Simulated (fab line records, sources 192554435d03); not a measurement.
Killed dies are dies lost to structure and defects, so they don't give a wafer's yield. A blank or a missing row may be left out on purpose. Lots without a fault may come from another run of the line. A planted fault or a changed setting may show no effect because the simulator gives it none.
fab line records | flow n5_finfet
record lots=21 wafers=63 last_day=18
route steps=1938 shown BEOL_M0_SAQP@634
lots that met no fault: from a run of the same line without faults
start_h: hours from the record's first day to the start of the lot's first wafer shown | wait_h: hours since the lot's step before | " the same as in the row above | L1.1+2: a row that stands for several wafers | - no value, or no start given | * or withheld: withheld | < > ~ a bound
route shown NAME@n: a module of which the file shows steps, and the number in the route of the first | usual: mean/standard deviation of fault-free wafers | same: alike in all rows | chamber/n: place in a boat | sites: the reading at each site | _std_site: their standard deviation | _edge_site: outer sites' mean less inner sites' | radius_mm: how far each site lies from the wafer's centre | mask NAME#n: copy n | behind: the tool/chamber that last shaped the wafer | hold: why the lot was held/for how many hours/how that ended | device: the transistor (n, p or np) that didn't switch | end of line: the same wafers' tests at the end of the route | a step without rows: its recipe alone | killed: dies lost to structure and defects at the first sort, not the wafer's yield | map: a wafer's dies, x killed, . not, _ none there
set.NAME: the setting as run; set.NAME@STEP: as run at that earlier step | model.NAME: the simulator's own value behind a step, which no gauge read
steps of the route over a sample of lots; a table a step, a row a wafer
services: from which hour (start_h, from the record's first day; less than 0 if before it) a tool's chamber was out of use, for how many hours, and why
## steps
# step N5_BEOL_M0_SAQP_HM_DEP_02
# recipe material=TiN target_thk_a=120 temp_c=25 chamber_pressure_pa=0.49996
# usual throttle_valve_pct=30.2/0.91
# columns lot.wafer tool chamber start_h wait_h throttle_valve_pct
L074.4 pvd_sputter-02 - 106.78 0.6 30.9
L074.5 " - " " 29.7
L074.6 " - " " 30.4
L075.1 pvd_sputter-02 - 113.13 0.2 29.6
L075.2 " - " " 30.7
L075.6 " - " " 30.6
L076.3 pvd_sputter-02 - 117.53 0.5 30.8
L076.4 " - " " 31.2
L076.5 " - " " 31.2
L077.2 pvd_sputter-02 - 122.79 0.1 31.5
L077.3 " - " " 30.2
L077.6 " - " " 29.5
L078.1 pvd_sputter-03 - 134.77 1.1 32.0
L078.3 " - " " 29.5
L078.6 " - " " 30.5
L079.3 pvd_sputter-02 - 138.16 1.5 29.5
L079.4 " - " " 30.2
L079.6 " - " " 29.7
L080.1 pvd_sputter-01 - 145.88 0.2 29.6
L080.4 " - " " 30.4
L080.5 " - " " 28.4
L081.1 pvd_sputter-02 - 150.01 0.4 30.8
L081.3 " - " " 29.6
L081.5 " - " " 29.8
L083.2 pvd_sputter-02 - 161.93 1.9 29.5
L083.3 " - " " 31.3
L083.5 " - " " 29.8
L086.1 pvd_sputter-02 - 180.29 1.0 30.8
L086.4 " - " " 29.7
L086.5 " - " " 30.0
L087.2 pvd_sputter-02 - 188.46 1.5 30.8
L087.5 " - " " 29.8
L087.6 " - " " 31.3
L088.3 pvd_sputter-02 - 193.27 0.8 30.6
L088.4 " - " " 31.4
L088.6 " - " " 29.8
L089.3 pvd_sputter-01 - 197.40 2.0 28.8
L089.4 " - " " 30.2
L089.6 " - " " 29.4
L090.2 pvd_sputter-01 - 203.55 0.1 30.2
L090.4 " - " " 28.3
L090.6 " - " " 28.6
L091.1 pvd_sputter-02 - 208.49 0.3 30.0
L091.3 " - " " 30.3
L091.6 " - " " 30.7
L092.2 pvd_sputter-01 - 212.90 0.3 29.6
L092.4 " - " " 30.3
L092.6 " - " " 28.4
L093.1 pvd_sputter-03 - 216.14 0.6 32.4
L093.2 " - " " 30.3
L093.5 " - " " 30.1
L094.1 pvd_sputter-03 - 230.87 0.9 29.6
L094.2 " - " " 30.1
L094.6 " - " " 30.2
L095.1 pvd_sputter-02 - 235.90 0.4 30.2
L095.3 " - " " 31.6
L095.5 " - " " 31.0
L096.1 pvd_sputter-03 - 239.47 0.9 30.2
L096.2 " - " " 30.3
L096.3 " - " " 32.3
L097.2 pvd_sputter-02 - 247.43 0.7 29.7
L097.4 " - " " 30.8
L097.6 " - " " 30.1
# step N5_BEOL_M0_SAQP_PECVD_96
# recipe material=a-Si target_thk_a=450 temp_c=350 precursor=SiH4/He pressure_torr=3 rf_w=100 time_s=45.2
# usual heater_power_w=606/63 rf_fwd_power_W=98.9/0.46 showerhead_plenum_p_Torr=5.67/0.048 throttle_valve_pct=18.0/0.71
# columns lot.wafer tool chamber start_h wait_h heater_power_w rf_fwd_power_W showerhead_plenum_p_Torr throttle_valve_pct
L074.4 pecvd-02 0 106.95 0.0 596 98.7 5.63 18.9
L074.5 " 1 " " 585 99.3 5.66 17.8
L074.6 " 2 " " 670 98.3 5.59 17.3
L075.1 pecvd-02 2 113.28 0.0 583 98.1 5.62 17.6
L075.2 " 0 " " 622 98.5 5.62 18.7
L075.6 " 2 " " 603 98.3 5.59 17.4
L076.3 pecvd-04 2 117.68 0.0 521 98.9 5.63 19.2
L076.4 " 1 " " 616 99.0 5.69 18.1
L076.5 " 2 " " 516 98.9 5.63 19.1
L077.2 pecvd-02 2 122.94 0.0 708 98.6 5.61 17.4
L077.3 " 1 " " 606 99.3 5.67 17.6
L077.6 " 0 " " 589 98.7 5.63 18.8
L078.1 pecvd-01 1 134.92 0.0 598 99.5 5.72 18.2
L078.3 " 0 " " 590 99.1 5.71 16.8
L078.6 " 1 " " 596 99.3 5.71 18.3
L079.3 pecvd-01 1 138.31 0.0 588 99.2 5.71 18.3
L079.4 " 0 " " 630 98.9 5.70 16.7
L079.6 " 1 " " 582 99.0 5.71 18.2
L080.1 pecvd-02 2 146.03 0.0 669 98.7 5.58 17.1
L080.4 " 2 " " 656 98.4 5.60 17.4
L080.5 " 0 " " 547 98.7 5.62 18.9
L081.1 pecvd-01 0 150.16 0.0 632 99.0 5.72 16.5
L081.3 " 1 " " 521 99.3 5.70 18.2
L081.5 " 0 " " 626 99.6 5.71 16.4
L083.2 pecvd-02 0 162.08 0.0 554 98.6 5.61 18.6
L083.3 " 1 " " 571 99.3 5.67 18.0
L083.5 " 1 " " 585 99.3 5.65 17.9
L086.1 pecvd-04 2 180.44 0.0 547 98.3 5.61 19.1
L086.4 " 0 " " 543 99.0 5.75 19.1
L086.5 " 1 " " 587 99.0 5.68 18.5
L087.2 pecvd-02 1 188.61 0.0 598 98.4 5.66 17.5
L087.5 " 1 " " 623 99.2 5.65 18.0
L087.6 " 0 " " 553 98.5 5.62 18.8
L088.3 pecvd-02 0 193.43 0.0 605 99.1 5.63 18.9
L088.4 " 2 " " 685 98.4 5.60 17.5
L088.6 " 1 " " 602 98.5 5.66 17.8
L089.3 pecvd-04 1 197.55 0.0 578 99.0 5.69 18.1
L089.4 " 0 " " 595 98.8 5.75 18.9
L089.6 " 1 " " 575 99.3 5.69 18.2
L090.2 pecvd-02 1 203.71 0.0 530 99.1 5.66 18.0
L090.4 " 0 " " 621 98.1 5.63 18.7
L090.6 " 0 " " 612 98.3 5.63 18.7
L091.1 pecvd-04 1 208.65 0.0 593 99.2 5.69 18.2
L091.3 " 0 " " 558 98.8 5.77 18.9
L091.6 " 1 " " 618 98.7 5.68 18.2
L092.2 pecvd-01 2 213.05 0.0 662 99.6 5.68 18.0
L092.4 " 0 " " 666 99.2 5.70 16.6
L092.6 " 2 " " 673 99.5 5.68 17.6
L093.1 pecvd-01 2 216.29 0.0 757 98.8 5.68 18.1
L093.2 " 0 " " 613 99.5 5.71 17.0
L093.5 " 2 " " 760 99.2 5.68 18.0
L094.1 pecvd-02 2 231.02 0.0 663 98.4 5.61 17.5
L094.2 " 1 " " 574 98.6 5.66 17.7
L094.6 " 2 " " 661 98.4 5.61 17.5
L095.1 pecvd-04 1 236.05 0.0 603 99.7 5.69 18.3
L095.3 " 0 " " 647 98.7 5.73 18.9
L095.5 " 0 " " 547 98.5 5.76 19.0
L096.1 pecvd-01 1 239.64 0.0 532 98.8 5.72 18.1
L096.2 " 2 " " 756 99.4 5.68 18.0
L096.3 " 0 " " 629 99.4 5.73 16.4
L097.2 pecvd-04 2 247.58 0.0 511 98.3 5.62 17.4
L097.4 " 0 " " 545 98.7 5.74 19.0
L097.6 " 2 " " 503 98.1 5.62 17.4
# step N5_BEOL_M0_SAQP_ETCH_83
# recipe chemistry=CF4 target=SiARC target_depth_a=390 mask_material=CAR-ArF time_s=65 ion_energy_ev=80 pressure_mtorr=40 source_w=545 bias_w=36 Ar_flow_sccm=100 cf4_flow_sccm=100 ends=cleared
# usual chamber_pressure_mTorr=40.00/0.037 drypump_motor_current_A=5.7/0.38 etch_rf_on_time_s=64.5/1.4 oes_product_au=0.67/0.082 rf_fwd_power_W=537.5/2.8 rf_vpp_V=184.2/1.1 showerhead_plenum_p_Torr=2.15/0.06 throttle_valve_pct=15.59/0.25
# columns lot.wafer tool chamber start_h wait_h chamber_pressure_mTorr drypump_motor_current_A etch_rf_on_time_s oes_product_au rf_fwd_power_W rf_hours_counter_h rf_vpp_V showerhead_plenum_p_Torr throttle_valve_pct
L074.4 rie_diel-06 1 107.72 0.0 40.02 5.5 65.4 0.59 536.7 217 184.0 2.11 15.55
L074.5 " 0 " " 39.99 5.9 65.8 0.60 534.9 - 183.3 2.11 15.71
L074.6 " 1 " " 40.01 5.5 65.0 0.58 537.5 - 184.3 2.11 15.55
L075.1 rie_diel-06 3 113.94 0.0 39.91 5.5 62.3 0.80 534.0 13 184.0 2.18 15.26
L075.2 " 0 " " 39.99 5.9 65.4 0.60 535.2 231 183.3 2.11 15.71
L075.6 " 0 " " 40.00 5.9 64.9 0.60 536.1 - 181.2 2.11 15.71
L076.3 rie_diel-01 1 118.34 0.0 39.94 6.4 65.3 0.78 539.8 17 184.8 2.11 15.40
L076.4 " 2 " " 40.03 5.6 63.5 0.63 539.8 166 184.1 2.14 15.41
L076.5 " 0 " " 40.03 5.4 63.9 0.70 541.3 - 184.6 2.17 15.82
L077.2 rie_diel-01 0 123.60 0.0 39.91 5.4 63.1 0.70 541.3 70 184.8 2.17 15.84
L077.3 " 2 " " 39.99 5.6 62.9 0.64 539.3 168 183.7 2.14 15.40
L077.6 " 2 " " 39.98 5.6 63.7 0.64 539.2 - 185.1 2.14 15.41
L078.1 rie_diel-06 0 135.61 0.0 39.98 5.9 65.0 0.59 538.7 237 183.5 2.11 15.70
L078.3 " 3 " " 40.03 5.5 62.4 0.79 532.6 20 184.6 2.18 15.28
L078.6 " 2 " " 40.05 5.2 64.3 0.62 535.1 - 184.4 2.23 15.87
L079.3 rie_diel-01 0 138.97 0.0 40.01 5.4 65.0 0.69 541.4 74 184.1 2.17 15.82
L079.4 " 3 " " 40.04 5.9 65.4 0.72 534.2 93 184.3 2.25 15.50
L079.6 " 0 " " 40.01 5.4 64.8 0.69 545.2 - 185.3 2.17 15.84
L080.1 rie_diel-06 2 146.72 0.0 40.00 5.2 63.9 0.63 535.8 179 185.0 2.23 15.88
L080.4 " 0 " " 40.02 5.9 65.2 0.60 537.9 240 184.5 2.11 15.74
L080.5 " 0 " " 39.97 5.9 65.0 0.59 538.6 - 186.0 2.11 15.73
L081.1 rie_diel-06 0 150.95 0.0 40.05 5.9 65.0 0.59 539.5 242 184.8 2.11 15.73
L081.3 " 1 " " 39.91 5.5 64.3 0.58 536.9 229 185.0 2.11 15.59
L081.5 " 0 " " 39.95 5.9 65.4 0.59 540.4 - 183.2 2.11 15.73
L083.2 rie_diel-02 2 162.87 0.0 40.06 5.7 65.9 0.62 537.7 184 185.6 2.21 15.75
L083.3 " 1 " " 40.00 5.2 64.6 0.65 537.7 154 182.5 2.05 15.30
L083.5 " 3 " " 39.95 6.4 67.6 0.57 533.3 - 183.4 2.11 15.71
L086.1 rie_diel-01 2 181.69 0.0 40.07 5.6 64.3 0.63 537.2 180 183.0 2.14 15.42
L086.4 " 3 " " 39.95 5.9 64.3 0.70 537.9 101 185.2 2.25 15.53
L086.5 " 1 " " 40.02 6.4 66.3 0.76 541.5 - 183.0 2.11 15.41
L087.2 rie_diel-06 3 189.39 0.0 39.99 5.5 62.2 0.76 533.7 37 185.6 2.17 15.31
L087.5 " 3 " " 40.01 5.5 62.3 0.76 536.6 - 184.8 2.17 15.32
L087.6 " 2 " " 39.92 5.2 64.3 0.61 536.1 - 186.0 2.22 15.91
L088.3 rie_diel-02 0 194.22 0.0 39.96 5.9 63.9 0.59 538.2 238 182.8 2.02 16.14
L088.4 " 3 " " 39.96 6.4 67.8 0.56 536.6 228 183.2 2.11 15.73
L088.6 " 3 " " 40.03 6.4 67.6 0.56 532.5 - 185.0 2.11 15.72
L089.3 rie_diel-01 2 198.84 0.0 39.96 5.6 63.9 0.63 537.9 186 185.6 2.13 15.44
L089.4 " 0 " " 39.93 5.4 63.1 0.69 542.3 88 184.9 2.17 15.86
L089.6 " 1 " " 39.97 6.4 64.8 0.75 542.8 - 183.0 2.11 15.43
L090.2 rie_diel-06 3 204.60 0.0 40.04 5.5 61.5 0.75 535.5 44 185.1 2.17 15.34
L090.4 " 2 " " 39.95 5.2 64.0 0.61 537.7 199 183.2 2.22 15.92
L090.6 " 2 " " 40.01 5.2 64.1 0.61 534.4 - 184.6 2.22 15.91
L091.1 rie_diel-06 2 209.61 0.0 40.00 5.2 64.7 0.61 535.0 201 183.8 2.22 15.93
L091.3 " 3 " " 39.97 5.5 62.5 0.75 532.6 46 185.2 2.17 15.35
L091.6 " 0 " " 40.03 5.9 63.2 0.83 535.5 - 184.9 2.10 15.30
L092.2 rie_diel-01 0 213.98 0.0 39.98 5.4 64.3 0.67 538.5 93 184.2 2.16 15.86
L092.4 " 2 " " 39.96 5.6 64.2 0.62 539.2 191 182.3 2.13 15.46
L092.6 " 3 " " 39.99 5.9 65.5 0.69 539.5 - 184.9 2.24 15.53
L093.1 rie_diel-06 0 217.09 0.0 39.93 5.9 63.6 0.81 535.7 7 184.9 2.10 15.31
L093.2 " 2 " " 40.01 5.2 64.4 0.61 537.5 204 183.2 2.22 15.91
L093.5 " 0 " " 39.96 5.9 62.9 0.81 536.7 - 182.0 2.10 15.31
L094.1 rie_diel-06 2 231.91 0.0 39.96 5.2 64.9 0.60 538.6 209 183.9 2.22 15.92
L094.2 " 1 " " 39.95 5.5 64.5 0.84 535.5 1 182.6 2.10 15.16
L094.6 " 0 " " 40.01 5.9 63.6 0.80 539.8 - 183.1 2.10 15.31
L095.1 rie_diel-06 3 237.09 0.0 40.06 5.5 63.3 0.74 531.9 55 184.8 2.17 15.34
L095.3 " 1 " " 40.01 5.4 64.6 0.84 537.2 3 181.3 2.10 15.14
L095.5 " 2 " " 39.96 5.2 64.9 0.60 535.8 - 184.6 2.22 15.93
L096.1 rie_diel-02 2 240.60 0.0 40.07 5.8 65.2 0.60 537.4 211 185.4 2.20 15.78
L096.2 " 3 " " 39.95 6.4 68.7 0.55 537.1 245 183.6 2.10 15.75
L096.3 " 1 " " 39.94 5.2 64.9 0.63 535.7 181 183.2 2.04 15.33
L097.2 rie_diel-01 0 248.69 0.0 39.99 5.3 64.0 0.66 542.3 104 185.2 2.16 15.87
L097.4 " 1 " " 40.00 6.5 65.5 0.73 539.7 55 182.3 2.10 15.47
L097.6 " 3 " " 39.94 5.9 64.5 0.70 539.1 - 185.2 2.24 15.56
# step N5_BEOL_M0_SAQP_MANDREL_ETCH_20
# recipe target_depth_a=600 chemistry=HBr/Cl2 target=a-Si stop_on=SiNx bt_time_s=10 mask_material=SOC over_etch_frac=0.5 time_s=30 pressure_mtorr=10 icp_w=800 bias_w=75 HBr_flow_sccm=150 Cl2_flow_sccm=80 ends=end_point
# usual chamber_pressure_mTorr=10.000/0.0098 drypump_motor_current_A=5.5/0.36 oes_product_au=0.776/0.014 rf_fwd_power_W=795/3.1 throttle_valve_pct=35.46/0.29
# same over_etch_frac=0.5
# columns lot.wafer tool chamber start_h wait_h chamber_pressure_mTorr drypump_motor_current_A oes_product_au rf_fwd_power_W rf_hours_counter_h throttle_valve_pct
L074.4 rie_si-06 2 107.96 0.0 10.011 5.3 0.785 795 88 35.28
L074.5 " 1 " " 9.988 5.5 0.781 796 - 35.53
L074.6 " 0 " " 10.003 5.2 0.785 792 - 36.07
L075.1 rie_si-01 3 114.18 0.0 9.981 5.7 0.774 798 113 34.95
L075.2 " 1 " " 9.998 5.5 0.777 802 59 35.32
L075.6 " 2 " " 10.007 5.8 0.777 797 - 35.26
L076.3 rie_si-04 0 118.58 0.0 9.988 5.0 0.771 794 18 35.29
L076.4 " 3 " " 10.002 5.4 0.782 796 134 35.64
L076.5 " 3 " " 10.000 5.4 0.786 798 - 35.61
L077.2 rie_si-06 0 123.84 0.0 10.014 5.2 0.775 796 89 36.08
L077.3 " 1 " " 9.984 5.5 0.770 795 6 35.57
L077.6 " 1 " " 9.995 5.5 0.792 793 - 35.53
L078.1 rie_si-01 1 135.85 0.0 10.008 5.5 0.780 794 60 35.36
L078.3 " 0 " " 10.000 6.2 0.752 795 27 35.83
L078.6 " 1 " " 10.002 5.5 0.771 796 - 35.34
L079.3 rie_si-04 0 139.21 0.0 9.989 5.0 0.770 794 18 35.27
L079.4 " 2 " " 10.003 5.4 0.791 798 16 35.58
L079.6 " 1 " " 10.003 5.7 0.796 795 - 35.34
L080.1 rie_si-01 0 146.96 0.0 9.993 6.2 0.761 795 27 35.79
L080.4 " 2 " " 10.023 5.8 0.773 793 49 35.26
L080.5 " 1 " " 9.998 5.5 0.792 796 - 35.30
L081.1 rie_si-04 0 151.19 0.0 9.990 5.1 0.751 793 18 35.29
L081.3 " 1 " " 10.010 5.8 0.800 795 58 35.38
L081.5 " 0 " " 10.005 5.0 0.770 795 - 35.25
L083.2 rie_si-04 3 163.11 0.0 10.017 5.5 0.780 799 135 35.63
L083.3 " 2 " " 9.978 5.4 0.794 801 16 35.57
L083.5 " 1 " " 10.004 5.7 0.810 793 - 35.35
L086.1 rie_si-01 0 181.94 0.0 10.010 6.2 0.762 794 28 35.79
L086.4 " 1 " " 10.014 5.5 0.790 799 61 35.33
L086.5 " 0 " " 10.002 6.2 0.759 793 - 35.79
L087.2 rie_si-06 0 189.63 0.0 9.983 5.2 0.768 800 90 36.09
L087.5 " 1 " " 10.010 5.5 0.783 800 - 35.54
L087.6 " 2 " " 10.006 5.3 0.774 796 - 35.31
L088.3 rie_si-06 0 194.46 0.0 9.984 5.2 0.774 796 90 36.08
L088.4 " 1 " " 10.000 5.5 0.799 802 7 35.52
L088.6 " 3 " " 10.007 6.3 0.778 791 - 35.06
L089.3 rie_si-04 1 199.08 0.0 9.992 5.8 0.790 790 59 35.38
L089.4 " 0 " " 9.997 5.0 0.772 792 19 35.28
L089.6 " 2 " " 9.999 5.4 0.792 797 - 35.58
L090.2 rie_si-04 3 204.84 0.0 10.000 5.4 0.771 795 136 35.66
L090.4 " 2 " " 9.999 5.4 0.802 798 17 35.57
L090.6 " 3 " " 9.994 5.4 0.793 792 - 35.64
L091.1 rie_si-04 2 209.85 0.0 10.002 5.4 0.782 798 17 35.59
L091.3 " 0 " " 10.002 5.0 0.768 790 19 35.27
L091.6 " 0 " " 10.010 5.0 0.763 790 - 35.30
L092.2 rie_si-04 3 214.22 0.0 9.995 5.4 0.765 798 136 35.66
L092.4 " 1 " " 9.996 5.7 0.799 795 59 35.37
L092.6 " 2 " " 9.990 5.4 0.797 798 - 35.57
L093.1 rie_si-01 2 217.33 0.0 9.998 5.8 0.756 797 51 35.29
L093.2 " 1 " " 9.994 5.5 0.772 800 61 35.34
L093.5 " 2 " " 9.999 5.8 0.756 796 - 35.28
L094.1 rie_si-04 2 232.15 0.0 10.006 5.4 0.796 799 18 35.59
L094.2 " 3 " " 10.008 5.4 0.770 799 136 35.65
L094.6 " 0 " " 9.984 5.0 0.775 786 - 35.26
L095.1 rie_si-06 3 237.33 0.0 9.968 6.3 0.754 791 114 35.10
L095.3 " 2 " " 9.990 5.3 0.772 795 90 35.32
L095.5 " 2 " " 9.991 5.3 0.776 794 - 35.30
L096.1 rie_si-06 3 240.84 0.0 10.005 6.3 0.752 794 114 35.11
L096.2 " 1 " " 10.009 5.5 0.768 791 8 35.58
L096.3 " 2 " " 9.996 5.3 0.752 794 90 35.33
L097.2 rie_si-06 0 248.93 0.0 10.006 5.2 0.772 794 91 36.10
L097.4 " 3 " " 9.994 6.3 0.764 797 114 35.10
L097.6 " 3 " " 10.006 6.3 0.763 795 - 35.09
# step N5_BEOL_M0_SAQP_RECESS_104
# recipe chemistry=HF/NH3 target=SiO2 target_depth_a=180 afs_cycles=3 temp_c=30 sublimation_temp_c=180 sublimation_time_s=60
# usual drypump_motor_current_A=5.92/0.23
# columns lot.wafer tool chamber start_h wait_h drypump_motor_current_A
L074.4 vapor_etch-02 1 109.93 0.2 5.63
L074.5 " 1 " " 5.64
L074.6 " 0 " " 6.40
L075.1 vapor_etch-01 0 115.72 0.1 5.75
L075.2 " 1 " " 5.98
L075.6 " 1 " " 6.01
L076.3 vapor_etch-01 0 120.31 0.2 5.77
L076.4 " 1 " " 5.99
L076.5 " 0 " " 5.78
L077.2 vapor_etch-02 1 126.08 0.7 5.64
L077.3 " 1 " " 5.64
L077.6 " 1 " " 5.65
L078.1 vapor_etch-01 0 137.41 0.1 5.80
L078.3 " 0 " " 5.79
L078.6 " 1 " " 5.97
L079.3 vapor_etch-01 0 142.05 0.2 5.77
L079.4 " 1 " " 5.99
L079.6 " 0 " " 5.79
L080.1 vapor_etch-02 1 148.52 0.1 5.64
L080.4 " 0 " " 6.40
L080.5 " 0 " " 6.41
L081.1 vapor_etch-01 0 153.71 0.1 5.74
L081.3 " 0 " " 5.77
L081.5 " 1 " " 5.98
L083.2 vapor_etch-01 1 164.67 0.1 5.98
L083.3 " 0 " " 5.75
L083.5 " 1 " " 5.98
L086.1 vapor_etch-01 1 184.03 0.1 5.98
L086.4 " 0 " " 5.76
L086.5 " 1 " " 5.95
L087.2 vapor_etch-02 0 191.18 0.1 6.39
L087.5 " 0 " " 6.40
L087.6 " 1 " " 5.67
L088.3 vapor_etch-01 1 196.13 0.2 5.99
L088.4 " 0 " " 5.80
L088.6 " 1 " " 5.95
L089.3 vapor_etch-01 0 200.84 0.2 5.79
L089.4 " 1 " " 5.94
L089.6 " 1 " " 5.97
L090.2 vapor_etch-02 0 206.44 0.1 6.40
L090.4 " 1 " " 5.66
L090.6 " 0 " " 6.39
L091.1 vapor_etch-01 1 211.55 0.1 5.99
L091.3 " 1 " " 5.99
L091.6 " 0 " " 5.79
L092.2 vapor_etch-01 0 215.85 0.1 5.77
L092.4 " 1 " " 5.97
L092.6 " 1 " " 5.99
L093.1 vapor_etch-01 1 218.95 0.1 5.97
L093.2 " 0 " " 5.79
L093.5 " 1 " " 5.97
L094.1 vapor_etch-01 1 233.80 0.1 5.97
L094.2 " 0 " " 5.77
L094.6 " 1 " " 5.97
L095.1 vapor_etch-02 1 239.08 0.1 5.66
L095.3 " 0 " " 6.38
L095.5 " 1 " " 5.66
L096.1 vapor_etch-01 0 242.46 0.1 5.79
L096.2 " 1 " " 5.96
L096.3 " 1 " " 5.98
L097.2 vapor_etch-01 0 250.47 0.1 5.73
L097.4 " 0 " " 5.75
L097.6 " 0 " " 5.75
# step N5_BEOL_M0_SAQP_SPACER2_ETCHBACK_27
# recipe chemistry=CHF3/O2 mode=anisotropic_etchback target=SiO2 target_depth_a=225 time_s=11.25 pressure_mtorr=30 source_w=650 bias_w=170 Ar_flow_sccm=200 CHF3_flow_sccm=50 O2_flow_sccm=5 ion_energy_ev=200
# usual chamber_pressure_mTorr=30.001/0.026 drypump_motor_current_A=5.8/0.42 oes_product_au=0.77/0.076 rf_fwd_power_W=645.8/2.5 rf_vpp_V=520/7 showerhead_plenum_p_Torr=2.40/0.07 throttle_valve_pct=18.89/0.26
# columns lot.wafer tool chamber start_h wait_h chamber_pressure_mTorr drypump_motor_current_A oes_product_au rf_fwd_power_W rf_hours_counter_h rf_vpp_V showerhead_plenum_p_Torr throttle_valve_pct
L074.4 rie_diel-01 0 111.58 0.4 29.955 5.4 0.82 647.4 65 528 2.44 19.14
L074.5 " 3 " " 30.027 5.9 0.85 650.8 - 520 2.52 18.76
L074.6 " 0 " " 29.984 5.4 0.82 645.9 - 526 2.44 19.11
L075.1 rie_diel-02 2 117.13 0.3 29.992 5.7 0.72 644.9 172 518 2.48 18.90
L075.2 " 1 " " 29.969 5.2 0.77 644.9 141 507 2.32 18.52
L075.6 " 1 " " 29.997 5.2 0.77 646.2 - 508 2.32 18.54
L076.3 rie_diel-01 3 121.78 0.3 30.062 5.9 0.84 649.3 88 519 2.52 18.75
L076.4 " 1 " " 30.027 6.4 0.92 645.4 19 531 2.38 18.75
L076.5 " 1 " " 29.998 6.4 0.92 650.0 - 528 2.38 18.75
L077.2 rie_diel-02 0 127.57 0.5 29.983 5.9 0.70 648.6 215 524 2.30 19.46
L077.3 " 1 " " 29.973 5.2 0.77 647.0 143 509 2.32 18.55
L077.6 " 2 " " 29.989 5.8 0.73 647.1 - 518 2.48 18.92
L078.1 rie_diel-01 2 138.83 0.3 29.988 5.6 0.73 646.9 172 520 2.41 18.69
L078.3 " 3 " " 30.007 5.9 0.84 650.1 93 518 2.52 18.75
L078.6 " 2 " " 29.973 5.6 0.73 646.4 - 520 2.41 18.70
L079.3 rie_diel-01 1 143.39 0.3 29.955 6.4 0.90 645.9 24 530 2.38 18.77
L079.4 " 2 " " 30.015 5.6 0.73 645.9 173 520 2.41 18.68
L079.6 " 1 " " 30.005 6.5 0.89 643.6 - 528 2.38 18.76
L080.1 rie_diel-01 1 149.82 0.3 30.018 6.5 0.90 649.7 27 528 2.38 18.76
L080.4 " 0 " " 30.050 5.3 0.81 645.3 77 527 2.44 19.14
L080.5 " 3 " " 29.986 5.9 0.84 644.9 - 519 2.52 18.78
L081.1 rie_diel-02 1 155.08 0.3 30.028 5.2 0.75 645.4 152 508 2.31 18.54
L081.3 " 2 " " 30.031 5.8 0.72 645.5 182 516 2.48 18.91
L081.5 " 2 " " 30.024 5.8 0.73 643.6 - 518 2.47 18.93
L083.2 rie_diel-02 0 166.23 0.5 29.952 5.9 0.70 652.5 227 526 2.30 19.48
L083.3 " 1 " " 30.000 5.2 0.77 645.8 155 509 2.31 18.55
L083.5 " 1 " " 29.981 5.2 0.76 644.7 - 508 2.31 18.56
L086.1 rie_diel-02 3 185.58 0.3 29.991 6.4 0.66 644.3 226 510 2.37 18.97
L086.4 " 0 " " 30.001 5.9 0.69 646.3 235 526 2.29 19.50
L086.5 " 3 " " 30.016 6.4 0.66 642.9 - 510 2.37 18.98
L087.2 rie_diel-06 1 193.07 0.3 30.001 5.5 0.67 642.4 246 529 2.38 18.89
L087.5 " 2 " " 30.059 5.2 0.71 647.7 - 527 2.50 19.23
L087.6 " 1 " " 30.018 5.5 0.67 645.4 - 530 2.38 18.90
L088.3 rie_diel-02 1 197.31 0.3 30.014 5.2 0.75 643.6 166 508 2.31 18.57
L088.4 " 0 " " 30.030 5.9 0.69 645.8 239 526 2.29 19.50
L088.6 " 0 " " 29.979 5.9 0.69 648.3 - 526 2.29 19.50
L089.3 rie_diel-01 0 202.02 0.3 29.985 5.4 0.79 648.9 89 528 2.43 19.16
L089.4 " 1 " " 30.036 6.4 0.88 646.8 39 530 2.37 18.80
L089.6 " 2 " " 29.993 5.6 0.73 643.6 - 519 2.40 18.72
L090.2 rie_diel-01 0 208.16 0.3 29.958 5.3 0.80 647.4 91 529 2.43 19.15
L090.4 " 2 " " 30.003 5.6 0.72 646.4 189 520 2.40 18.72
L090.6 " 3 " " 30.013 5.9 0.81 646.9 - 518 2.51 18.79
L091.1 rie_diel-01 0 213.06 0.3 29.995 5.4 0.79 650.1 93 527 2.43 19.18
L091.3 " 1 " " 30.055 6.5 0.86 648.7 43 529 2.37 18.79
L091.6 " 1 " " 29.998 6.4 0.86 648.8 - 530 2.37 18.81
L092.2 rie_diel-01 2 217.16 0.3 30.013 5.6 0.72 649.9 192 521 2.40 18.73
L092.4 " 0 " " 30.054 5.4 0.79 647.9 94 526 2.43 19.16
L092.6 " 1 " " 29.997 6.5 0.87 648.9 - 530 2.37 18.79
L093.1 rie_diel-02 0 220.60 0.3 30.017 5.9 0.68 644.0 247 525 2.29 19.49
L093.2 " 1 " " 30.015 5.2 0.75 648.4 173 508 2.30 18.59
L093.5 " 2 " " 29.975 5.8 0.71 645.7 - 517 2.47 18.96
L094.1 rie_diel-06 0 235.10 0.3 30.009 5.9 0.93 646.7 12 517 2.36 18.70
L094.2 " 1 " " 29.996 5.5 0.99 642.9 2 530 2.38 18.52
L094.6 " 2 " " 30.039 5.2 0.70 643.6 - 526 2.50 19.24
L095.1 rie_diel-06 0 240.42 0.3 29.991 5.8 0.92 642.5 14 516 2.36 18.67
L095.3 " 1 " " 30.036 5.5 0.97 645.1 4 531 2.38 18.50
L095.5 " 2 " " 30.004 5.2 0.70 644.6 - 524 2.50 19.26
L096.1 rie_diel-01 3 244.02 0.3 30.013 5.9 0.80 644.2 120 519 2.51 18.80
L096.2 " 2 " " 30.009 5.6 0.71 643.9 200 521 2.40 18.74
L096.3 " 1 " " 29.992 6.4 0.85 648.6 53 531 2.36 18.80
L097.2 rie_diel-01 0 251.78 0.3 30.061 5.4 0.77 650.6 104 528 2.43 19.19
L097.4 " 1 " " 29.957 6.5 0.85 645.7 55 528 2.36 18.80
L097.6 " 1 " " 29.997 6.4 0.84 645.6 - 529 2.36 18.81
## services
# columns tool chamber start_h hours kind
rie_diel-01 1 107.72 3.6 repair
rie_si-01 0 120.85 14.7 repair
vapor_etch-02 1 124.84 0.8 repair
pecvd-04 2 131.19 15.6 repair
vapor_etch-02 0 141.99 2.5 repair
pecvd-04 2 154.24 4.7 repair
rie_si-04 0 157.49 14.8 repair
pecvd-01 1 160.64 3.2 repair
rie_diel-06 2 162.47 4.1 repair
rie_si-06 - 164.10 0.5 repair
rie_diel-01 - 165.45 15.6 pm
pecvd-01 2 166.23 2.9 repair
rie_diel-06 0 175.79 - clean
rie_diel-06 0 175.79 - consumable_replace:focus_ring
rie_diel-06 0 175.79 25.3 scheduled_down
rie_diel-06 0 175.79 25.3 vent_cycle
pecvd-02 2 202.45 4.4 repair
pecvd-04 0 208.94 1.9 repair
pecvd-02 2 210.16 5.3 repair
pecvd-04 1 216.87 14.9 repair
pecvd-01 - 218.27 14.1 repair
pecvd-04 - 222.72 0.5 repair
pecvd-01 - 249.84 0.6 repair
rie_diel-06 1 250.77 15.2 repair
## key
fault none
